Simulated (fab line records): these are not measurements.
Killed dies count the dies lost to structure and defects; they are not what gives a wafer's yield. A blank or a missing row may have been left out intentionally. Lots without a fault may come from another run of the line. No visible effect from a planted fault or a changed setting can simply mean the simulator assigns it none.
fab line records | flow n5-finfet
[record] lots = 7 wafers = 19 last-day = 20
route steps=1938 shown BEOL_M15@1802
lots untouched by any fault: they come from a run of this same line in which no faults occurred
start-h: hours from the record's first day to the start of the lot's first wafer shown | wait-h: hours since the lot's step before | " the same as in the row above | L1.1+2: several wafers, shown together as one row | - either no value or no given start | * or withheld: withheld | < > ~ a bound
route shown NAME@n: names a module that has steps shown in the file, with the first one's number in the route | usual: the fault-free wafers' mean and standard deviation | same: alike in all rows | chamber/n: place in a boat | sites: readings site by site | _std_site: the standard deviation of these | _edge_site: outer sites' mean less inner sites' | radius-mm: for every site, how far away it sits from the centre of the wafer | mask NAME#n: copy n | behind: the tool/chamber that last shaped the wafer | hold: the reason the lot was held/the length of the hold in hours/how it ended | device: the n, p or np transistor that did not switch | end of line: tests run on the same wafers once the route is complete | a step with no rows: only its recipe | killed: dies lost to structure and defects at the first sort, not the wafer's yield | map: a wafer's dies, marking killed ones x, the rest . and places with no die _
set.NAME: the setting the step ran with; set.NAME@STEP: the setting that earlier step ran with | model.NAME: the simulator's own value behind a step, which no gauge read
lots at some steps of the route; a table a step, a row a wafer
services: when a tool's chamber went out of use (start-h, in hours from the record's first day, below 0 if earlier), for how many hours, and the reason
[[steps]]
[step N5_BEOL_M15_DEVELOP_27]
[recipe] develop-time-s = 45 rinse-liquid = diw dry = air-spin dev-temp-c = 21
[step N5_BEOL_M15_HARDBAKE_32]
[recipe] temp-c = 130 time-s = 120
[step N5_BEOL_M15_CD_MEAS_28]
[recipe] target-cd-nm = 407.6 landing-energy-ev = 500 detector = se-inlens
[usual] cd-nm = 407.8/1.3
// columns lot.wafer tool chamber start-h wait-h cd-nm
L707.1 cd-sem-03 0 327.75 - 408.7
L707.2 " 0 " " 407.7
L707.4 " 0 " " 408.1
L710.2 cd-sem-02 0 341.24 - 408.3
L710.5 " 0 " " 410.0
L710.6 " 0 " " 408.8
L715.4 cd-sem-02 0 377.26 - 408.4
L715.6 " 0 " " 407.3
L717.1 cd-sem-02 0 393.21 - 408.3
L717.6 " 0 " " 406.9
L721.2 cd-sem-03 0 414.24 - 407.9
L721.4 " 0 " " 409.3
L721.6 " 0 " " 408.5
L718.2 cd-sem-03 0 417.44 - 406.4
L718.3 " 0 " " 406.5
L718.6 " 0 " " 405.5
L722.2 cd-sem-01 0 462.17 - 410.1
L722.3 " 0 " " 408.4
L722.6 " 0 " " 410.0
[step N5_BEOL_M15_OVL_MEAS_29]
[recipe] points-per-wafer = 44
[usual] M15_OVL = -3/6
// columns lot.wafer tool chamber start-h wait-h M15_OVL[nm]
L707.1 overlay-02 0 327.78 0.0 -3
L707.2 " 0 " " -6
L707.4 " 0 " " -10
L710.2 overlay-01 0 341.27 0.0 -6
L710.5 " 0 " " -3
L710.6 " 0 " " 1
L715.4 overlay-01 0 377.29 0.0 -2
L715.6 " 0 " " -11
L717.1 overlay-02 0 393.24 0.0 3
L717.6 " 0 " " -2
L721.2 overlay-02 0 414.27 0.0 -3
L721.4 " 0 " " 3
L721.6 " 0 " " -6
L718.2 overlay-01 0 417.46 0.0 -5
L718.3 " 0 " " -5
L718.6 " 0 " " -15
L722.2 overlay-02 0 462.20 0.0 -4
L722.3 " 0 " " -5
L722.6 " 0 " " -8
[step N5_BEOL_M15_INSPECT_30]
[recipe] mode = adi inspect-instrument = macro
[usual] raw-defect-count = 2.1/1.3
// columns lot.wafer tool chamber start-h wait-h raw-defect-count
L707.1 defect-inspect-01 - 327.80 0.0 1
L707.2 " - " " 1
L707.4 " - " " 3
L710.2 defect-inspect-02 - 341.29 0.0 2
L710.5 " - " " 1
L710.6 " - " " 1
L715.4 defect-inspect-01 - 377.31 0.0 3
L715.6 " - " " 0
L717.1 defect-inspect-01 - 393.26 0.0 1
L717.6 " - " " 1
L721.2 defect-inspect-02 - 414.29 0.0 3
L721.4 " - " " 2
L721.6 " - " " 3
L718.2 defect-inspect-01 - 417.49 0.0 3
L718.3 " - " " 2
L718.6 " - " " 2
L722.2 defect-inspect-01 - 462.29 0.1 2
L722.3 " - " " 2
L722.6 " - " " 5
[step N5_BEOL_M15_DESCUM_33]
[recipe] chemistry = O2 time-s = 7.9 source-power-w = 50 bias-power-w = 20 pressure-mtorr = 20 rf-frequency-hz = 2.712e+07 temp-c = 40 o2-flow-sccm = 225
[step N5_BEOL_M15_ETCH_61]
[recipe] chemistry = N2/H2 target = BARC target-depth-a = 890 overetch-a = 267 time-s = 67.9 ion-energy-ev = 200 pressure-mtorr = 30 source-w = 840 bias-w = 150 n2-flow-sccm = 200 h2-flow-sccm = 200
[usual] bias-w = 150.0/0.42 drypump-motor-current-A = 5.7/0.38 oes-product-au = 0.65/0.064 rf-vpp-V = 523.5/2.7 showerhead-plenum-p-Torr = 2.54/0.095 throttle-valve-pct = 18.04/0.21
// columns lot.wafer tool chamber start-h wait-h bias-w drypump-motor-current-A oes-product-au rf-hours-counter-h rf-vpp-V showerhead-plenum-p-Torr throttle-valve-pct
L707.1 rie-diel-05 2 327.91 0.0 149.6 6.2 0.74 45 523.2 2.48 17.80
L707.2 " 3 " " 149.9 6.3 0.63 187 521.3 2.52 18.19
L707.4 " 3 " " 149.9 6.3 0.63 - 524.9 2.52 18.21
L710.2 rie-diel-05 1 341.36 0.0 150.4 5.4 0.71 86 525.0 2.57 17.72
L710.5 " 3 " " 149.8 6.4 0.62 - 522.0 2.51 18.20
L710.6 " 2 " " 150.1 6.2 0.74 - 523.7 2.48 17.82
L715.4 rie-diel-03 3 377.40 0.0 150.0 5.5 0.58 - 525.8 2.62 18.10
L715.6 " 1 " " 149.8 5.8 0.59 - 523.3 2.51 18.40
L717.1 rie-diel-03 0 393.33 0.0 150.4 5.9 0.65 152 526.2 2.65 18.11
L717.6 " 1 " " 150.2 5.7 0.59 - 521.8 2.51 18.41
L721.2 rie-diel-03 3 414.86 0.0 149.2 5.5 0.58 237 525.4 2.61 18.12
L721.4 " 0 " " 150.0 5.9 0.65 156 527.7 2.65 18.13
L721.6 " 3 " " 149.8 5.5 0.58 - 526.1 2.61 18.10
L718.2 rie-diel-02 1 417.56 0.0 150.4 5.6 0.60 222 521.4 2.41 18.25
L718.3 " 0 " " 150.8 4.8 0.73 66 524.9 2.57 17.89
L718.6 " 2 " " 149.5 6.1 0.67 - 521.5 2.45 17.98
L722.2 rie-diel-03 0 462.57 0.0 150.5 6.0 0.63 170 527.5 2.64 18.16
L722.3 " 2 " " 149.4 5.7 0.77 21 528.8 2.72 17.65
L722.6 " 2 " " 150.3 5.7 0.77 - 528.1 2.72 17.64
[step N5_BEOL_M15_TRENCH_ETCH_34]
[recipe] chemistry = C4F8/O2/Ar target = SiO2 target-depth-a = 8729.3 he-inner-torr = 15 he-outer-torr = 30 time-s = 199 ion-energy-ev = 800 pressure-mtorr = 20 source-w = 1905 bias-w = 2040 Ar_flow_sccm = 400 C4F8_flow_sccm = 16 O2_flow_sccm = 12
[step N5_BEOL_M15_STRIP_36]
[recipe] chemistry = O2 power-w = 600 temp-c = 60 pressure-mtorr = 30 rf-frequency-hz = 6e+07 bias-power-w = 0 overash-fraction = 0.3 o2-flow-sccm = 225
[step N5_BEOL_M15_STRIP_62]
[recipe] chemistry = O2 power-w = 600 temp-c = 60 pressure-mtorr = 30 rf-frequency-hz = 6e+07 bias-power-w = 0 overash-fraction = 0.3 o2-flow-sccm = 225
[usual] drypump-motor-current-A = 5.7/0.42 oes-product-au = 0.77/0.085 rf-vpp-V = 3.6/0.49 showerhead-plenum-p-Torr = 2.08/0.076 throttle-valve-pct = 16.79/0.19
// columns lot.wafer tool chamber start-h wait-h drypump-motor-current-A oes-product-au rf-hours-counter-h rf-vpp-V showerhead-plenum-p-Torr throttle-valve-pct
L707.1 rie-diel-02 2 - - 6.0 0.82 101 4.1 2.03 16.73
L707.2 " 3 " " 5.9 0.70 219 2.7 2.00 16.73
L707.4 " 1 " " 5.6 0.72 201 3.7 2.00 17.01
L710.2 rie-diel-02 3 - - 5.9 0.70 224 4.6 1.99 16.74
L710.5 " 3 " " 5.9 0.69 - 2.8 1.99 16.75
L710.6 " 2 " " 6.1 0.81 - 3.9 2.03 16.74
L715.4 rie-diel-03 0 - - 6.0 0.76 - 4.1 2.17 16.71
L715.6 " 1 " " 5.7 0.70 - 3.6 2.07 17.05
L717.1 rie-diel-03 2 - - 5.7 0.96 4 3.9 2.24 16.42
L717.6 " 3 " " 5.5 0.67 - 3.5 2.16 16.93
L721.2 rie-diel-02 1 - - 5.6 0.70 223 3.1 1.99 17.05
L721.4 " 1 " " 5.6 0.70 - 4.2 1.99 17.04
L721.6 " 0 " " 4.8 0.86 - 3.3 2.13 16.71
L718.2 rie-diel-03 3 - - 5.5 0.66 238 3.5 2.16 16.94
L718.3 " 2 " " 5.7 0.94 8 3.6 2.24 16.45
L718.6 " 1 " " 5.8 0.68 - 4.0 2.06 17.06
L722.2 rie-diel-02 2 - - 6.1 0.78 149 3.4 2.02 16.83
L722.3 " 1 " " 5.6 0.70 238 2.8 1.99 17.06
L722.6 " 1 " " 5.6 0.69 - 3.3 1.99 17.07
[step N5_BEOL_M15_STRIP_37]
[recipe] chemistry = O2 power-w = 600 temp-c = 60 pressure-mtorr = 30 rf-frequency-hz = 6e+07 bias-power-w = 0 overash-fraction = 0.3 o2-flow-sccm = 225
[usual] drypump-motor-current-A = 5.7/0.43 oes-product-au = 0.77/0.085 rf-vpp-V = 3.6/0.64 showerhead-plenum-p-Torr = 2.08/0.076 throttle-valve-pct = 16.79/0.19
// columns lot.wafer tool chamber start-h wait-h drypump-motor-current-A oes-product-au rf-hours-counter-h rf-vpp-V showerhead-plenum-p-Torr throttle-valve-pct
L707.1 rie-diel-02 2 - - 6.1 0.82 101 4.0 2.03 16.73
L707.2 " 3 " " 5.9 0.70 219 4.4 1.99 16.72
L707.4 " 1 " " 5.6 0.71 201 3.5 2.00 17.02
L710.2 rie-diel-02 3 - - 5.9 0.70 224 3.6 1.99 16.72
L710.5 " 3 " " 5.9 0.70 - 4.6 1.99 16.76
L710.6 " 2 " " 6.0 0.82 - 4.0 2.03 16.76
L715.4 rie-diel-03 0 - - 5.9 0.77 - 2.3 2.17 16.72
L715.6 " 1 " " 5.8 0.70 - 4.5 2.07 17.06
L717.1 rie-diel-03 2 - - 5.7 0.94 4 3.6 2.24 16.44
L717.6 " 3 " " 5.5 0.67 - 4.0 2.16 16.92
L721.2 rie-diel-02 1 - - 5.6 0.70 223 2.1 1.99 17.04
L721.4 " 1 " " 5.6 0.70 - 3.6 1.99 17.03
L721.6 " 0 " " 4.8 0.85 - 2.1 2.13 16.71
L718.2 rie-diel-03 3 - - 5.5 0.67 238 3.2 2.16 16.96
L718.3 " 2 " " 5.7 0.93 8 4.3 2.24 16.43
L718.6 " 1 " " 5.8 0.69 - 4.1 2.06 17.07
L722.2 rie-diel-02 2 - - 6.1 0.77 149 4.1 2.02 16.82
L722.3 " 1 " " 5.6 0.68 238 3.5 1.99 17.07
L722.6 " 1 " " 5.6 0.70 - 3.0 1.99 17.06
[step N5_BEOL_M15_ETCH_38]
[recipe] chemistry = CF4/N2 target = SiCN target-depth-a = 1064 taper-deg = 2 time-s = 120.5 ion-energy-ev = 150 mask-material = SiO2 pressure-mtorr = 40 source-w = 430 bias-w = 70 Ar_flow_sccm = 100 cf4-flow-sccm = 60 n2-flow-sccm = 60
[usual] bias-w = 70.00/0.22 drypump-motor-current-A = 5.7/0.42 oes-product-au = 0.77/0.087 rf-vpp-V = 381.8/2 showerhead-plenum-p-Torr = 2.19/0.079 throttle-valve-pct = 15.55/0.21
// columns lot.wafer tool chamber start-h wait-h bias-w drypump-motor-current-A oes-product-au rf-hours-counter-h rf-vpp-V showerhead-plenum-p-Torr throttle-valve-pct model.etch.depth-nm model.SiO2_of_BEOL_M15_ILD_DEP_00.thk-nm
L707.1 rie-diel-02 2 329.88 - 69.93 6.1 0.82 101 381.2 2.14 15.47 98.08 1549
L707.2 " 3 " " 69.87 5.9 0.71 219 379.6 2.10 15.51 97.91 1538
L707.4 " 1 " " 69.99 5.6 0.72 201 379.7 2.10 15.72 96.09 1576
L710.2 rie-diel-02 3 342.26 - 69.73 5.9 0.70 224 379.0 2.10 15.50 96.89 1567
L710.5 " 3 " " 70.27 5.9 0.70 - 379.5 2.10 15.51 97.11 1588
L710.6 " 2 " " 70.14 6.0 0.81 - 381.1 2.14 15.50 97.72 1587
L715.4 rie-diel-03 0 379.56 - 70.15 5.9 0.76 - 385.5 2.30 15.57 95.43 1593
L715.6 " 1 " " 69.91 5.7 0.93 - 381.9 2.18 15.89 149.9 1578
L717.1 rie-diel-03 2 399.05 - 70.03 5.7 0.95 4 385.1 2.36 15.21 97.07 1555
L717.6 " 3 " " 69.75 5.5 0.91 - 384.6 2.27 15.75 150.1 1566
L721.2 rie-diel-02 1 418.99 - 69.47 5.6 0.70 223 380.7 2.09 15.77 94.84 1551
L721.4 " 1 " " 69.55 5.6 0.70 - 379.7 2.09 15.76 95.25 1573
L721.6 " 0 " " 69.86 4.8 0.87 - 383.1 2.23 15.42 98.62 1582
L718.2 rie-diel-03 3 419.15 - 69.93 5.4 0.66 238 383.3 2.27 15.72 94.25 1546
L718.3 " 2 " " 70.52 5.7 0.93 8 387.2 2.36 15.21 98.41 1564
L718.6 " 1 " " 69.89 5.8 0.94 - 381.1 2.18 15.89 153.2 1531
L722.2 rie-diel-02 2 463.14 - 69.88 6.0 0.77 149 380.1 2.12 15.58 96.9 1563
L722.3 " 1 " " 69.77 5.6 0.69 238 379.4 2.09 15.79 95.54 1560
L722.6 " 1 " " 70.11 5.6 0.69 - 381.3 2.09 15.79 95.82 1577
[step N5_BEOL_M15_PRECLEAN_39]
[recipe] chemistry = residue-remover time-s = 60 temp-c = 40
[step N5_BEOL_M15_SRD_40]
[recipe] time-s = 30 temp-c = 23 rinse-liquid = diw dry = n2-spin spin-rpm = 1500 dry-time-s = 30
[step N5_BEOL_M15_DEGAS_41]
[recipe] ambient = vacuum temp-c = 300 time-s = 60
[usual] heater-power-w = 476/54
// columns lot.wafer tool chamber start-h wait-h heater-power-w
L707.1 pvd-sputter-01 - 330.10 0.0 481
L707.2 " - " " 579
L707.4 " - " " 479
L710.2 pvd-sputter-01 - 342.92 0.5 488
L710.5 " - " " 493
L710.6 " - " " 579
L715.4 pvd-sputter-01 - 380.05 0.4 476
L715.6 " - " " 583
L717.1 pvd-sputter-01 - 399.44 0.2 475
L717.6 " - " " 569
L721.2 pvd-sputter-01 - 419.42 0.2 485
L721.4 " - " " 483
L721.6 " - " " 500
L718.2 pvd-sputter-03 - 419.59 0.2 388
L718.3 " - " " 420
L718.6 " - " " 403
L722.2 pvd-sputter-02 - 463.56 0.2 518
L722.3 " - " " 491
L722.6 " - " " 534
[step N5_BEOL_M15_PRE_CLEAN_42]
[recipe] gas = H2/He time-s = 30 temp-c = 300
[step N5_BEOL_M15_SPUTTER_43]
[recipe] material = TaN target-thk-a = 150 temp-c = 50 bias-v = 168.6 power-w = 15000 chamber-pressure-pa = 0.12 time-s = 24.19
[step N5_BEOL_M15_SPUTTER_44]
[recipe] material = Ta target-thk-a = 150 temp-c = 50 bias-v = 80 power-w = 15000 chamber-pressure-pa = 0.07 time-s = 24.19
[usual] chamber-pressure-pa = 0.06998/0.00013 throttle-valve-pct = 29.6/1
// columns lot.wafer tool chamber start-h wait-h chamber-pressure-pa throttle-valve-pct
L707.1 pvd-sputter-01 - 330.26 0.0 0.07002 30.2
L707.2 " - " " 0.0698 31.2
L707.4 " - " " 0.07006 28.9
L710.2 pvd-sputter-01 - 343.08 0.0 0.06995 29.7
L710.5 " - " " 0.07015 29.2
L710.6 " - " " 0.0702 31.2
L715.4 pvd-sputter-01 - 380.21 0.0 0.07011 28.5
L715.6 " - " " 0.06991 31.3
L717.1 pvd-sputter-01 - 399.60 0.0 0.06995 28.7
L717.6 " - " " 0.06982 31.2
L721.2 pvd-sputter-01 - 419.58 0.0 0.07005 29.9
L721.4 " - " " 0.06991 28.9
L721.6 " - " " 0.07017 29.9
L718.2 pvd-sputter-03 - 419.75 0.0 0.0701 30.6
L718.3 " - " " 0.07005 28.2
L718.6 " - " " 0.06999 29.3
L722.2 pvd-sputter-02 - 463.72 0.0 0.06988 30.3
L722.3 " - " " 0.06991 28.6
L722.6 " - " " 0.06997 29.8
[step N5_BEOL_M15_SPUTTER_45]
[recipe] material = Cu target-thk-a = 1000 temp-c = -20 bias-v = 60 power-w = 26000 chamber-pressure-pa = 0.13 time-s = 16.67
[step N5_BEOL_M15_ECD_47]
[recipe] material = Cu target-thk-a = 18600
[step N5_BEOL_M15_ANNEAL_48]
[recipe] temp-c = 225 time-s = 90 ambient = N2
[step N5_BEOL_M15_CMP_49]
[recipe] stop-on = SiO2 t-overpolish-s = 4.9 down-force-psi = 2 platen-rpm = 80 clearing-platen-down-force-psi = 2 clearing-platen-rpm = 80 post-cmp-clean = cu-alkaline target-thk-nm = 850 clearing-platen-pad-velocity-m-s = 1.5917 pad-velocity-m-s = 1.5917
[usual] barrier-field-endpoint-s = 11.32/0.21 motor-current-A = 8.4/1.1 overpolish-run-s = 4.899/0.0093 slurry-filter-dp-kPa = 13.48/0.13
// columns lot.wafer tool chamber start-h wait-h barrier-field-endpoint-s motor-current-A overpolish-run-s slurry-filter-dp-kPa model.SiO2_of_BEOL_M15_ILD_DEP_00.thk-nm
L707.4 cmp-01 0 331.15 0.3 11.48 7.5 4.901 13.54 1561
L707.1 " 1 " " 11.15 8.9 4.901 13.48 1534
L707.2 " 3 " " 11.31 7.1 4.898 13.42 1523
L710.2 cmp-03 0 344.63 0.3 11.29 8.4 4.889 13.43 1552
L710.6 " 2 " " 11.24 7.9 4.893 13.54 1572
L710.5 " 3 " " 11.43 9.1 4.887 13.60 1573
L715.4 cmp-01 1 382.08 0.2 11.30 8.8 4.914 13.36 1578
L715.6 " 3 " " 11.40 7.2 4.889 13.47 1563
L717.1 cmp-02 1 400.34 0.3 11.22 7.5 4.895 13.32 1540
L717.6 " 1 " " 11.27 8.0 4.906 13.42 1551
L721.2 cmp-02 0 420.32 0.2 10.85 7.7 4.884 13.34 1536
L721.4 " 1 " " 11.03 7.7 4.904 13.53 1558
L721.6 " 0 " " 11.14 7.8 4.897 13.14 1567
L718.2 cmp-01 1 420.68 0.3 10.89 9.0 4.895 13.31 1531
L718.3 " 2 " " 11.02 8.7 4.889 13.53 1549
L718.6 " 3 " " 11.21 7.4 4.908 13.53 1516
L722.3 cmp-02 3 464.88 0.2 11.52 7.2 4.898 13.51 1545
L722.2 " 0 " " 11.33 7.7 4.901 13.55 1548
L722.6 " 3 " " 11.28 7.4 4.898 13.49 1562
[step N5_BEOL_M15_THK_MEAS_50]
[recipe] thk-meas-gauge = xrf reads = Cu_of_BEOL_M15_ECD_47
[usual] M15_THK = 858/11
// columns lot.wafer tool chamber start-h wait-h M15_THK[nm]
L707.1 film-metro-02 - 331.44 - 862
L707.2 " - " " 856
L707.4 " - " " 852
L710.2 film-metro-02 - 344.85 - 874
L710.5 " - " " 852
L710.6 " - " " 865
L715.4 film-metro-02 - 382.26 - 841
L715.6 " - " " 854
L717.1 film-metro-02 - 400.63 - 850
L717.6 " - " " 846
L721.2 film-metro-02 - 420.61 - 840
L721.4 " - " " 849
L721.6 " - " " 845
L718.2 film-metro-02 - 420.89 - 839
L718.3 " - " " 872
L718.6 " - " " 866
L722.2 film-metro-01 - 465.14 - 849
L722.3 " - " " 870
L722.6 " - " " 873
[[services]]
// columns tool chamber start-h hours kind
cmp-02 - 312.09 4.0 pm
rie-diel-03 1 312.30 15.5 repair
rie-diel-05 3 315.21 3.1 repair
rie-diel-02 2 322.19 4.5 repair
rie-diel-03 - 327.21 28.1 pm
rie-diel-05 - 329.22 0.3 repair
rie-diel-02 - 332.96 1.8 repair
rie-diel-02 0 350.85 2.9 repair
cmp-02 - 358.42 7.3 pm
rie-diel-02 - 368.45 4.3 pm
rie-diel-03 - 374.24 1.1 repair
cmp-01 - 376.04 0.6 repair
rie-diel-05 3 381.29 7.0 repair
cmp-02 - 385.38 0.5 repair
cmp-01 - 389.82 1.8 repair
rie-diel-03 - 408.89 2.8 pm
rie-diel-02 - 412.46 0.3 repair
rie-diel-02 3 414.83 - clean
cmp-01 - 417.31 1.3 repair
cmp-02 - 423.25 2.1 repair
rie-diel-05 2 431.49 8.2 repair
rie-diel-05 0 434.83 5.0 repair
cmp-03 - 440.34 6.3 pm
pvd-sputter-02 - 444.70 7.5 repair
[[key]]
first-sign none at tools or gauges
[model-effect] step = N5_BEOL_M15_ETCH_38 value = etch.depth-nm without = 94.62 struck = 151
[model-effect] step = N5_BEOL_M15_CMP_49 value = SiO2_of_BEOL_M15_ILD_DEP_00.thk-nm without = 1581 struck = 1544
met-at N5_BEOL_M15_ETCH_38
struck-wafers L715.6,L717.6,L718.6
[fault] kind = process-parameter-drift tool = rie-diel-03 chamber = - onset-h = 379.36 steps = N5_BEOL_M15_ETCH_38 channel = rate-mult offset = 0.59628 shape = step end-h = 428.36 scope = struck-wafers-only
